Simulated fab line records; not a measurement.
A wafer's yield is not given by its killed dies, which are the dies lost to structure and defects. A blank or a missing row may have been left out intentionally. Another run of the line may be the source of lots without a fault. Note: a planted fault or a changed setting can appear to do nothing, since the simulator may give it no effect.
Chamber matching :: flow n5_finfet :: pecvd-04 running N5_BEOL_M5_PECVD_70: 3 sister chambers
The step deposits SiO2 from TEOS/O2, target thk 16 nm, time 18 s. 6 wafers are shown with their chamber, then 10 later ones without.

WAFERS WITH THEIR CHAMBER
wafer: L081.6
chamber: 0
throttle_valve_pct (%): 22.6
showerhead_plenum_p_Torr (Torr): 8.78

wafer: L089.1
chamber: 0
throttle_valve_pct (%): 22.5
showerhead_plenum_p_Torr (Torr): 8.78

wafer: L088.2
chamber: 1
throttle_valve_pct (%): 23.5
showerhead_plenum_p_Torr (Torr): 8.81

wafer: L088.5
chamber: 2
throttle_valve_pct (%): 21.5
showerhead_plenum_p_Torr (Torr): 8.66

wafer: L090.1
chamber: 2
throttle_valve_pct (%): 21.7
showerhead_plenum_p_Torr (Torr): 8.65

wafer: L090.4
chamber: 1
throttle_valve_pct (%): 23.5
showerhead_plenum_p_Torr (Torr): 8.80

WAFERS WITH NO CHAMBER GIVEN
wafer: L090.6
throttle_valve_pct (%): 21.2
showerhead_plenum_p_Torr (Torr): 8.66

wafer: L091.1
throttle_valve_pct (%): 23.6
showerhead_plenum_p_Torr (Torr): 8.80

wafer: L091.2
throttle_valve_pct (%): 22.6
showerhead_plenum_p_Torr (Torr): 8.79

wafer: L091.4
throttle_valve_pct (%): 22.5
showerhead_plenum_p_Torr (Torr): 8.77

wafer: L092.2
throttle_valve_pct (%): 22.4
showerhead_plenum_p_Torr (Torr): 8.77

wafer: L092.3
throttle_valve_pct (%): 23.4
showerhead_plenum_p_Torr (Torr): 8.78

wafer: L092.5
throttle_valve_pct (%): 21.6
showerhead_plenum_p_Torr (Torr): 8.65

wafer: L094.3
throttle_valve_pct (%): 21.4
showerhead_plenum_p_Torr (Torr): 8.68

wafer: L094.4
throttle_valve_pct (%): 22.4
showerhead_plenum_p_Torr (Torr): 8.79

wafer: L094.5
throttle_valve_pct (%): 21.6
showerhead_plenum_p_Torr (Torr): 8.65

THE CHAMBER EACH PASSED THROUGH
wafer: L090.6
from the rows above: 2
in truth: 2

wafer: L091.1
from the rows above: 1
in truth: 1

wafer: L091.2
from the rows above: 0
in truth: 0

wafer: L091.4
from the rows above: 0
in truth: 0

wafer: L092.2
from the rows above: 0
in truth: 0

wafer: L092.3
from the rows above: 1
in truth: 1

wafer: L092.5
from the rows above: 2
in truth: 2

wafer: L094.3
from the rows above: 2
in truth: 2

wafer: L094.4
from the rows above: 0
in truth: 0

wafer: L094.5
from the rows above: 2
in truth: 2
Placed correctly: 10 of 10. Number that these rows cannot place: 0. Number placed wrongly: 0.
How it was worked out, from the rows above alone: a wafer's distance from a chamber is the root of the sum, over the readings, of the square of ((its reading less the chamber's mean) divided by the reading's scatter). The wafer belongs to the nearest chamber; if the next one is less than 2 further off, it can't be placed. A chamber's mean is the mean of its shown wafers. The scatter: take each reading less its chamber's mean, square it, sum over the shown wafers, divide by the number of wafers less the number of chambers, and take the root.
